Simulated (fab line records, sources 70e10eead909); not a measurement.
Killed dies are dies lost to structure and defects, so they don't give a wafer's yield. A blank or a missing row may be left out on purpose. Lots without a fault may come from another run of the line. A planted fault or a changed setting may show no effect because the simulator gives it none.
fab line records | flow nand_harc
record lots=12 wafers=36 last_day=31
route steps=1302 shown A_STAIRCASE@675 HYBRID_BOND@1242 THIN_TSV@1261 END@1302
lots that met no fault: from a run of the same line without faults
start_h: hours from the record's first day to the start of the lot's first wafer shown | wait_h: hours since the lot's step before | " the same as in the row above | L1.1+2: a row that stands for several wafers | - no value, or no start given | * or withheld: withheld | < > ~ a bound
route shown NAME@n: a module of which the file shows steps, and the number in the route of the first | usual: mean/standard deviation of fault-free wafers | same: alike in all rows | chamber/n: place in a boat | sites: the reading at each site | _std_site: their standard deviation | _edge_site: outer sites' mean less inner sites' | radius_mm: how far each site lies from the wafer's centre | mask NAME#n: copy n | behind: the tool/chamber that last shaped the wafer | hold: why the lot was held/for how many hours/how that ended | device: the transistor (n, p or np) that didn't switch | end of line: the same wafers' tests at the end of the route | a step without rows: its recipe alone | killed: dies lost to structure and defects at the first sort, not the wafer's yield | map: a wafer's dies, x killed, . not, _ none there
set.NAME: the setting as run; set.NAME@STEP: as run at that earlier step | model.NAME: the simulator's own value behind a step, which no gauge read
steps of the route over a sample of lots; a table a step, a row a wafer
services: from which hour (start_h, from the record's first day; less than 0 if before it) a tool's chamber was out of use, for how many hours, and why
## steps
# step NHARC_A_STAIRCASE_ETCH_19
# recipe target_depth_a=1000 time_s=40.5 ion_energy_ev=400 c4f8_flow_sccm=20 o2_flow_sccm=10 ar_flow_sccm=withheld rf_w=600 bias_w=1000 chemistry=C4F8/O2
# usual oes_product_au=0.941/0.0094 rf_fwd_power_W=592.4/2.8 rf_vpp_V=896/5.6
# columns lot.wafer tool chamber start_h wait_h oes_product_au rf_fwd_power_W rf_hours_counter_h rf_vpp_V
L542.1 rie_diel-03 1 355.44 - 0.947 594.1 15 907
L542.5 " 0 " " 0.942 592.5 - 897
L542.6 " 1 " " 0.941 597.1 - 904
L543.1 rie_diel-13 2 369.28 - 0.928 593.8 9 895
L543.3 " 0 " " 0.932 591.8 9 897
L543.4 " 1 " " 0.939 583.2 - 888
L545.2 rie_diel-12 1 379.31 - 0.950 595.8 41 885
L545.1 " 2 " " 0.940 590.2 46 894
L545.6 " 1 " " 0.937 592.7 - 887
L544.1 rie_diel-03 2 383.01 - 0.957 593.8 27 893
L544.3 " 1 " " 0.954 595.8 24 906
L544.5 " 3 " " 0.944 589.7 - 896
L547.3 rie_diel-03 0 415.53 - 0.947 595.5 35 896
L547.6 " 0 " " 0.920 594.3 - 897
L547.5 " 1 " " 0.931 592.0 - 904
L549.4 rie_diel-03 2 425.86 - 0.932 596.4 38 892
L549.3 " 1 " " 0.952 595.2 38 903
L549.5 " 2 " " 0.944 594.4 - 893
L550.3 rie_diel-13 2 430.61 - 0.928 595.2 33 897
L550.1 " 1 " " 0.932 588.9 18 887
L550.6 " 1 " " 0.942 589.6 - 888
L553.3 rie_diel-13 0 462.99 - 0.943 595.2 25 896
L553.5 " 2 " " 0.929 596.4 - 896
L553.6 " 3 " " 0.927 593.4 - 891
L552.3 rie_diel-12 1 466.20 - 0.931 593.8 6 904
L552.4 " 3 " " 0.939 593.4 4 905
L552.6 " 1 " " 0.921 592.8 - 906
L554.4 rie_diel-03 1 468.84 - 0.951 593.9 1 904
L554.2 " 0 " " 0.950 598.5 0 895
L554.5 " 2 " " 0.942 591.2 - 894
L557.6 rie_diel-03 2 521.91 - 0.929 593.2 - 892
L557.4 " 3 " " 0.950 589.3 - 894
L557.5 " 0 " " 0.940 592.7 - 894
L560.3 rie_diel-03 0 528.02 - 0.923 594.9 19 897
L560.5 " 0 " " 0.930 596.1 - 895
L560.6 " 2 " " 0.933 589.3 - 893
# step NHARC_HYBRID_BOND_OVL_MEAS_05
# usual overlay_x_nm=-2/34 overlay_y_nm=4/29
# columns lot.wafer tool chamber start_h wait_h overlay_x_nm overlay_y_nm
L542.1 overlay-02 - 549.55 0.4 -27 19
L542.5 " - " " -29 29
L542.6 " - " " 38 -1
L543.1 overlay-01 - 557.39 0.4 1 -3
L543.3 " - " " 44 -10
L543.4 " - " " -5 3
L545.1 overlay-01 - 565.43 0.4 -11 -25
L545.2 " - " " -37 -50
L545.6 " - " " -8 1
L544.1 overlay-01 - 569.32 0.4 -37 -41
L544.3 " - " " 21 -13
L544.5 " - " " 4 -37
L547.3 overlay-01 - 609.72 0.4 12 -13
L547.5 " - " " 85 32
L547.6 " - " " -26 -5
L550.1 overlay-01 - 619.07 0.4 15 7
L550.3 " - " " 39 11
L550.6 " - " " -30 31
L549.3 overlay-02 - 619.07 0.4 -78 -3
L549.4 " - " " -6 8
L549.5 " - " " -19 48
L553.3 overlay-02 - 655.04 0.4 -20 -25
L553.5 " - " " -21 32
L553.6 " - " " -8 -15
L554.2 overlay-02 - 659.44 0.4 -27 14
L554.4 " - " " -41 2
L554.5 " - " " 26 -12
L552.3 overlay-01 - 659.44 0.4 -2 9
L552.4 " - " " 18 79
L552.6 " - " " 36 33
L557.4 overlay-02 - 707.31 0.4 -21 14
L557.5 " - " " 61 17
L557.6 " - " " 4 31
L560.3 overlay-02 - 713.44 0.4 -17 44
L560.5 " - " " -17 -25
L560.6 " - " " 57 13
# step NHARC_THIN_TSV_DESCUM_14
# recipe time_s=3 o2_flow_sccm=200 ar_flow_sccm=0 bias_power_w=0 chemistry=O2
# usual drypump_motor_current_A=5.8/0.55 o2_flow_sccm=200.0/0.59 oes_product_au=1.002/0.0078 rf_vpp_V=57.9/0.95 showerhead_plenum_p_Torr=1.94/0.062 throttle_valve_pct=11.311/0.0091
# columns lot.wafer tool chamber start_h wait_h drypump_motor_current_A o2_flow_sccm oes_product_au rf_hours_counter_h rf_vpp_V showerhead_plenum_p_Torr throttle_valve_pct
L542.1 rie_diel-01 2 552.52 - 5.9 199.4 1.013 11 58.0 1.90 11.309
L542.5 " 3 " " 5.3 200.7 1.014 - 57.5 1.98 11.312
L542.6 " 0 " " 5.5 200.7 1.018 - 57.6 1.89 11.288
L543.1 rie_diel-07 1 560.32 - 6.3 200.3 1.002 5 57.0 1.81 11.314
L543.3 " 2 " " 5.5 200.3 0.989 4 60.0 1.97 11.313
L543.4 " 0 " " 4.6 200.5 1.004 5 59.4 2.06 11.322
L545.1 rie_diel-01 0 568.34 - 5.5 199.8 1.009 0 56.7 1.89 11.299
L545.2 " 2 " " 6.0 199.9 1.002 0 55.8 1.90 11.293
L545.6 " 1 " " 6.5 200.1 1.002 - 57.6 1.93 11.312
L544.1 rie_diel-01 0 573.42 - 5.5 199.6 1.008 1 57.5 1.89 11.301
L544.3 " 1 " " 6.5 200.3 1.003 1 56.8 1.93 11.304
L544.5 " 0 " " 5.5 200.1 1.002 - 57.1 1.89 11.299
L547.3 rie_diel-01 0 613.75 - 5.5 200.2 1.005 4 56.6 1.89 11.301
L547.6 " 1 " " 6.5 199.8 1.001 - 58.2 1.93 11.322
L547.5 " 2 " " 5.9 200.2 0.999 - 56.3 1.90 11.318
L549.4 rie_diel-01 1 621.99 - 6.5 200.1 1.007 4 58.8 1.93 11.322
L549.3 " 0 " " 5.5 200.3 1.008 4 59.2 1.89 11.325
L549.5 " 1 " " 6.5 199.7 1.005 - 58.0 1.93 11.301
L550.3 rie_diel-07 1 623.19 - 6.4 199.6 1.003 8 58.0 1.81 11.306
L550.1 " 2 " " 5.5 199.1 0.997 7 58.7 1.97 11.315
L550.6 " 1 " " 6.3 199.3 0.993 - 58.9 1.81 11.312
L553.3 rie_diel-07 2 657.85 - 5.5 199.2 1.004 0 57.3 1.96 11.300
L553.6 " 2 " " 5.5 199.5 1.010 - 58.3 1.96 11.316
L553.5 " 3 " " 6.4 200.8 1.006 - 57.3 1.98 11.318
L554.2 rie_diel-07 2 662.50 - 5.5 199.2 1.001 1 57.6 1.96 11.317
L554.4 " 3 " " 6.3 200.1 1.004 1 57.0 1.98 11.309
L554.5 " 1 " " 6.3 199.8 1.003 - 56.4 1.81 11.321
L552.3 rie_diel-01 0 663.72 - 5.5 199.9 1.003 8 58.4 1.89 11.319
L552.4 " 3 " " 5.4 199.5 0.997 7 57.4 1.98 11.306
L552.6 " 1 " " 6.5 199.9 1.006 - 56.5 1.93 11.307
L557.4 rie_diel-01 0 710.23 - 5.5 199.6 1.009 10 57.4 1.89 11.316
L557.6 " 2 " " 5.9 199.1 0.994 - 55.8 1.90 11.321
L557.5 " 3 " " 5.4 200.5 0.995 - 57.6 1.98 11.307
L560.3 rie_diel-07 2 716.36 - 5.5 200.1 0.998 3 58.1 1.96 11.308
L560.6 " 1 " " 6.3 200.4 1.001 - 58.4 1.81 11.314
L560.5 " 2 " " 5.5 200.4 1.004 - 58.6 1.96 11.312
# step NHARC_THIN_TSV_CD_MEAS_37
# usual cd_nm=5001.1/2.2
# columns lot.wafer tool chamber start_h wait_h cd_nm
L542.1 cd_sem-01 - 559.83 - 5006.1
L542.5 " - " " 5004.5
L542.6 " - " " 5004.3
L543.1 cd_sem-03 - 567.57 - 4997.0
L543.3 " - " " 4999.2
L543.4 " - " " 4999.9
L545.1 cd_sem-01 - 575.53 - 4998.6
L545.2 " - " " 4998.8
L545.6 " - " " 5000.7
L544.1 cd_sem-02 - 580.66 - 5004.5
L544.3 " - " " 4999.4
L544.5 " - " " 5003.3
L547.3 cd_sem-03 - 620.92 - 5005.5
L547.5 " - " " 5001.5
L547.6 " - " " 5003.6
L549.3 cd_sem-02 - 629.08 - 5001.9
L549.4 " - " " 5002.9
L549.5 " - " " 5004.4
L550.1 cd_sem-02 - 630.35 - 5003.5
L550.3 " - " " 5004.1
L550.6 " - " " 5003.4
L553.3 cd_sem-03 - 664.98 - 5001.9
L553.5 " - " " 5004.0
L553.6 " - " " 4999.9
L554.2 cd_sem-03 - 669.69 - 5002.3
L554.4 " - " " 5000.6
L554.5 " - " " 5002.8
L552.3 cd_sem-01 - 671.02 - 5001.1
L552.4 " - " " 5000.0
L552.6 " - " " 4999.8
L557.4 cd_sem-02 - 717.28 - 4998.2
L557.5 " - " " 4999.9
L557.6 " - " " 4997.5
L560.3 cd_sem-03 - 723.53 - 4999.8
L560.5 " - " " 4999.8
L560.6 " - " " 4998.2
# step NHARC_END_SORT_01
# recipe temp_c=25
# usual killed_at_array=51/17 killed_at_other=1.6/2.1 killed_at_periphery=4/3.2 killed_dies=57/18 killed_open=2.9/1.7 killed_short=2.3/1.3
# same gross_dies=677
# columns lot.wafer tool chamber start_h wait_h killed_at_array killed_at_other killed_at_periphery killed_dies killed_open killed_short
L557.4 prober-01 0 727.29 3.4 52 1 1 54 2 2
L557.5 prober-01 0 728.10 3.7 56 0 8 64 7 2
L557.6 prober-01 0 728.91 4.0 123 0 1 124 3 1
L560.3 prober-02 0 732.85 3.1 47 0 3 50 2 4
L560.5 prober-02 0 734.43 3.6 53 1 0 54 3 5
L560.6 prober-02 0 735.21 3.9 119 0 4 123 3 3
# killed by level:class
L557.4 A_SLIT:chamber_film_flake=21 A_CHANNEL_HOLE_D2:chamber_film_flake=10 A_CHANNEL_HOLE_D1:chamber_film_flake=8 A_STAIRCASE:chamber_film_flake=4 A_M0:geometric_particle:open=2 A_CHANNEL_FILL_D1:chamber_film_flake=2 A_CONTACT:chamber_film_flake=2 A_ONON_D2:geometric_particle:short=1
L557.5 A_SLIT:chamber_film_flake=23 A_CHANNEL_HOLE_D2:chamber_film_flake=9 A_CONTACT:chamber_film_flake=8 A_CHANNEL_HOLE_D1:chamber_film_flake=4 A_ONON_D2:geometric_particle:open=3 P_M0:chamber_film_flake=3 A_STAIRCASE:chamber_film_flake=3 P_ZERO_WELL:chamber_film_flake=2
L557.6 A_STAIRCASE:unspecified=72 A_SLIT:chamber_film_flake=25 A_CHANNEL_HOLE_D1:chamber_film_flake=5 A_CHANNEL_HOLE_D2:chamber_film_flake=5 A_CONTACT:chamber_film_flake=5 A_CHANNEL_FILL_D1:chamber_film_flake=3 A_CHANNEL_FILL_D2:geometric_particle:open=2 A_STAIRCASE:chamber_film_flake=2
L560.3 A_SLIT:chamber_film_flake=21 A_CHANNEL_HOLE_D1:chamber_film_flake=12 A_DECK1_JOINT:chamber_film_flake=4 A_CHANNEL_FILL_D1:chamber_film_flake=2 A_WL_FILL:chamber_film_flake=2 A_CONTACT:chamber_film_flake=2 P_CONTACT:geometric_particle:open=1 P_M2:geometric_particle:short=1
L560.5 A_SLIT:chamber_film_flake=25 A_CHANNEL_HOLE_D1:chamber_film_flake=13 A_CONTACT:chamber_film_flake=3 A_CHANNEL_FILL_D1:chamber_film_flake=3 A_SOURCE_PLATE:geometric_particle:open=1 A_DECK1_JOINT:geometric_particle:open=1 A_DECK1_JOINT:geometric_particle:short=1 A_CHANNEL_FILL_D2:geometric_particle:short=1
L560.6 A_STAIRCASE:unspecified=74 A_SLIT:chamber_film_flake=25 A_CHANNEL_HOLE_D1:chamber_film_flake=11 A_CONTACT:chamber_film_flake=2 P_GATE:geometric_particle:open=1 P_CONTACT:geometric_particle:open=1 A_CHANNEL_HOLE_D1:geometric_particle:short=1 A_DECK1_JOINT:geometric_particle:open=1
## services
# columns tool chamber start_h hours kind
rie_diel-03 1 334.10 4.4 repair
rie_diel-13 - 342.08 9.0 pm
rie_diel-13 1 358.12 7.6 repair
rie_diel-13 3 361.39 11.8 repair
rie_diel-01 1 371.54 7.8 repair
rie_diel-13 1 377.44 22.5 repair
rie_diel-01 - 380.91 9.0 pm
rie_diel-13 0 393.35 49.3 repair
rie_diel-07 0 422.59 7.8 repair
rie_diel-01 1 426.13 3.2 repair
rie_diel-07 1 430.05 8.4 repair
rie_diel-07 3 443.69 27.6 repair
rie_diel-03 - 458.33 9.0 pm
rie_diel-07 - 471.20 9.0 pm
rie_diel-01 3 500.28 12.8 repair
rie_diel-03 1 519.91 10.9 repair
rie_diel-01 - 557.93 9.0 pm
rie_diel-03 3 561.84 2.6 repair
rie_diel-07 3 627.36 4.3 repair
rie_diel-03 - 635.33 9.0 pm
rie_diel-07 - 648.20 9.0 pm
rie_diel-07 0 658.35 4.0 repair
rie_diel-07 0 693.74 6.0 repair
rie_diel-07 1 699.68 4.0 repair
## key
first_sign step=NHARC_END_SORT_01 reading=killed_at_array direction=up sigmas=4 usual=51 struck=121
effect step=NHARC_END_SORT_01 reading=killed_dies direction=up sigmas=3.8 usual=57 struck=124
more_kills_born_at NHARC_A_STAIRCASE_ETCH_19@rie_diel-03=146
met_at NHARC_A_STAIRCASE_ETCH_19
struck_lots L557,L560
struck_wafers L557.6,L560.6
tester_left_out L557,L560
not_acting_at NHARC_HYBRID_BOND_OVL_MEAS_05,NHARC_THIN_TSV_DESCUM_14,NHARC_THIN_TSV_CD_MEAS_37
onset_between 468.84 521.91
fault kind=chamber_particle_source tool=rie_diel-03 chamber=2 onset_h=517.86 steps=NHARC_A_STAIRCASE_ETCH_19 rate_per_visit_cm2=0.48463 end_h=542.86
# tester_left_out: of these lots the tester's yield and bins aren't shown, on N5 and GAA mostly nor the transistor test; their killed dies are dies lost to structure and defects alone, not to doping, threshold or leakage, so they don't give the yield
